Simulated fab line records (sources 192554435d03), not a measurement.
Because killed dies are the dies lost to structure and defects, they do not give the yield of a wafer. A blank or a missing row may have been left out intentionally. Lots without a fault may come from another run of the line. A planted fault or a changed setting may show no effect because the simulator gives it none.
Chamber matching + flow n5Finfet + cmp-01 running N5_MOL_CONTACT_COAG_CMP_23: 4 sister chambers
The step polishes, stops on SiO2, t overpolish 1.5 s, target thk 0 nm. 8 wafers are shown with their chamber, then 12 later ones without.

== WAFERS WITH THEIR CHAMBER ==
| wafer  | chamber | motorCurrentA (A) | timeToEndpointS (s) |
|--------|---------|-------------------|---------------------|
| L081.3 | 2       | 7.3               | 12.6                |
| L083.5 | 0       | 7.0               | 11.1                |
| L084.3 | 3       | 9.2               | 12.1                |
| L084.5 | 1       | 9.2               | 8.6                 |
| L084.6 | 2       | 7.0               | 11.0                |
| L090.1 | 0       | 7.1               | 6.1                 |
| L090.2 | 1       | 9.3               | 10.5                |
| L090.3 | 3       | 8.7               | 11.6                |

== WAFERS WHOSE CHAMBER IS MISSING ==
| wafer  | motorCurrentA (A) | timeToEndpointS (s) |
|--------|-------------------|---------------------|
| L092.1 | 7.2               | 4.4                 |
| L092.4 | 6.7               | 4.8                 |
| L092.6 | 6.7               | 3.7                 |
| L094.1 | 9.2               | 9.2                 |
| L094.2 | 9.1               | 7.4                 |
| L094.5 | 9.0               | 8.0                 |
| L095.2 | 8.5               | 10.0                |
| L095.3 | 6.9               | 7.6                 |
| L095.5 | 8.6               | 10.1                |
| L096.2 | 7.0               | 9.1                 |
| L096.4 | 6.5               | 8.0                 |
| L096.6 | 7.4               | 9.3                 |

== WHICH CHAMBER EACH ONE RAN IN ==
| wafer  | from the rows above     | in truth |
|--------|-------------------------|----------|
| L092.1 | can't be placed: 0 or 2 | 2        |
| L092.4 | can't be placed: 0 or 2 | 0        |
| L092.6 | can't be placed: 0 or 2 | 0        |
| L094.1 | can't be placed: 1 or 3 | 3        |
| L094.2 | can't be placed: 1 or 3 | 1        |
| L094.5 | can't be placed: 1 or 3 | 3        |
| L095.2 | can't be placed: 3 or 1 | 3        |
| L095.3 | can't be placed: 0 or 2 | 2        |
| L095.5 | can't be placed: 3 or 1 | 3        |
| L096.2 | can't be placed: 0 or 2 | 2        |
| L096.4 | can't be placed: 0 or 2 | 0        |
| L096.6 | can't be placed: 0 or 2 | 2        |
Correct placement for 0 of the 12. Can't be placed from these rows: 12 (the true chamber is among the candidates in 12). Placed wrongly: 0.
How it was worked out, from the rows above alone: a wafer's distance from a chamber is the root of the sum, over the readings, of the square of ((its reading less the chamber's mean) divided by the reading's scatter). If the next closest chamber is less than 2 further off than the closest, the wafer can't be placed; otherwise it belongs to the closest. The mean given for a chamber averages the wafers shown for that chamber. The scatter: the root of (the sum of the squares of (reading less its chamber's mean) over the shown wafers, divided by (wafers less chambers)).
